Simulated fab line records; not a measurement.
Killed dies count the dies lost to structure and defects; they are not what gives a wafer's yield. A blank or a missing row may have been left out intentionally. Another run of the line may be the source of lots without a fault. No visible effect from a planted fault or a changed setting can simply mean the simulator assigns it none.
Split-lot trial -- flow n5Finfet -- 7 lots, 39 wafers read, on a route of 1938 steps

== ON THE SPLIT ==
At N5_DUMMY_GATE_EXPOSE_12 (exposes mask GATE, target cd 25 nm), the setting doseMj was moved away from the recipe's 34 on 9 of the 39 wafers read, by -6.4% to +7.8%. This setting was run at the recipe's value on the other wafers.

== FROM THE SPLIT TO THE READING: what the file shows between them, 2 steps ==
- N5_DUMMY_GATE_PEB_13: peb time 60 s
- N5_DUMMY_GATE_DEVELOP_14: develop time 30 s

== THE READING ==
Shown in nm: cdNm at N5_DUMMY_GATE_CD_MEAS_15, with target cd 25.8 nm. A value of 25.00 nm with a standard deviation of 0.24 nm is what fault-free wafers of this fab line usually give.

wafer,"tool, chamber at the split",doseMj as run,against the recipe,"cdNm, nm",against lot-mates on the recipe
L078.1,"euvScanner-01, 0",36.66,+7.8%,23.83,-1.13
L078.2,"euvScanner-01, 0",36.66,+7.8%,23.79,-1.17
L078.3,"euvScanner-01, 0",36.66,+7.8%,23.60,-1.36
L078.4,"euvScanner-01, 0",34,recipe,24.83,-
L078.5,"euvScanner-01, 0",34,recipe,25.10,-
L078.6,"euvScanner-01, 0",34,recipe,24.94,-
L081.1,"euvScanner-02, 0",31.81,-6.4%,26.65,+1.42
L081.2,"euvScanner-02, 0",34,recipe,25.33,-
L081.3,"euvScanner-02, 0",34,recipe,25.04,-
L081.4,"euvScanner-02, 0",31.81,-6.4%,26.47,+1.24
L081.5,"euvScanner-02, 0",31.81,-6.4%,26.16,+0.93
L081.6,"euvScanner-02, 0",34,recipe,25.33,-
L087.1,"euvScanner-02, 0",34,recipe,24.85,-
L087.2,"euvScanner-02, 0",34,recipe,24.87,-
L087.3,"euvScanner-02, 0",34,recipe,25.08,-
L087.4,"euvScanner-02, 0",34,recipe,25.00,-
L087.5,"euvScanner-02, 0",34,recipe,25.26,-
L087.6,"euvScanner-02, 0",34,recipe,24.64,-
L088.1,"euvScanner-01, 0",34,recipe,24.67,-
L088.2,"euvScanner-01, 0",34,recipe,25.44,-
L088.3,"euvScanner-01, 0",34,recipe,25.01,-
L088.4,"euvScanner-01, 0",34,recipe,25.10,-
L088.5,"euvScanner-01, 0",34,recipe,24.95,-
L088.6,"euvScanner-01, 0",34,recipe,25.00,-
L091.1,"euvScanner-01, 0",34,recipe,25.48,-
L091.5,"euvScanner-01, 0",34,recipe,25.07,-
L091.6,"euvScanner-01, 0",34,recipe,25.09,-
L095.1,"euvScanner-01, 0",32.68,-3.9%,25.39,+0.36
L095.2,"euvScanner-01, 0",34,recipe,25.26,-
L095.3,"euvScanner-01, 0",32.68,-3.9%,25.41,+0.38
L095.4,"euvScanner-01, 0",34,recipe,24.94,-
L095.5,"euvScanner-01, 0",34,recipe,24.88,-
L095.6,"euvScanner-01, 0",32.68,-3.9%,25.64,+0.61
L097.1,"euvScanner-02, 0",34,recipe,25.30,-
L097.2,"euvScanner-02, 0",34,recipe,24.99,-
L097.3,"euvScanner-02, 0",34,recipe,25.01,-
L097.4,"euvScanner-02, 0",34,recipe,24.70,-
L097.5,"euvScanner-02, 0",34,recipe,25.46,-
L097.6,"euvScanner-02, 0",34,recipe,25.37,-

FIT RESULTS
A straight line over all 39 wafers: cdNm changes by -0.176 nm for each +1% of doseMj; r = -0.92; the points scatter about the line by 0.24 nm.
The same after taking each lot's own level away (the mean of its wafers on the recipe; 39 wafers): -0.161 nm for each +1%; r = -0.92; scatter 0.21 nm.
Per that fit: largest doseMj move, reading shift of 1.3 nm.
The span of the lots' own levels, 24.950 to 25.233 nm, comes to 1.2 times the standard deviation stated above.
Hence the lot-to-lot level has little effect on the slope; both slopes agree.
Check: -1.29 nm against its lot-mates is what the line predicts for one of the wafers moved furthest among these (+7.8%) when that wafer is left out of the fit. It came out at -1.13 nm against them.

== THE WHOLE CHAIN: every reading that the file lists as answering this split, in the file's order ==
step,what it does,reading,change (the file's fit),r (the file's)
N5_DUMMY_GATE_CD_MEAS_15,target cd 25.8 nm,cdNm,-0.161 nm for each +1% of the setting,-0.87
N5_DUMMY_GATE_TRIM_49,"chemistry O2, time 29 s, target cd 14 nm","DUMMY_GATE.cdNm (the simulator's own value, which no gauge read)",-0.169 nm for each +1% of the setting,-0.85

== THE FILE'S OWN FIT ==
cdNm changes by -0.161 nm for each +1% of doseMj, r = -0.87.
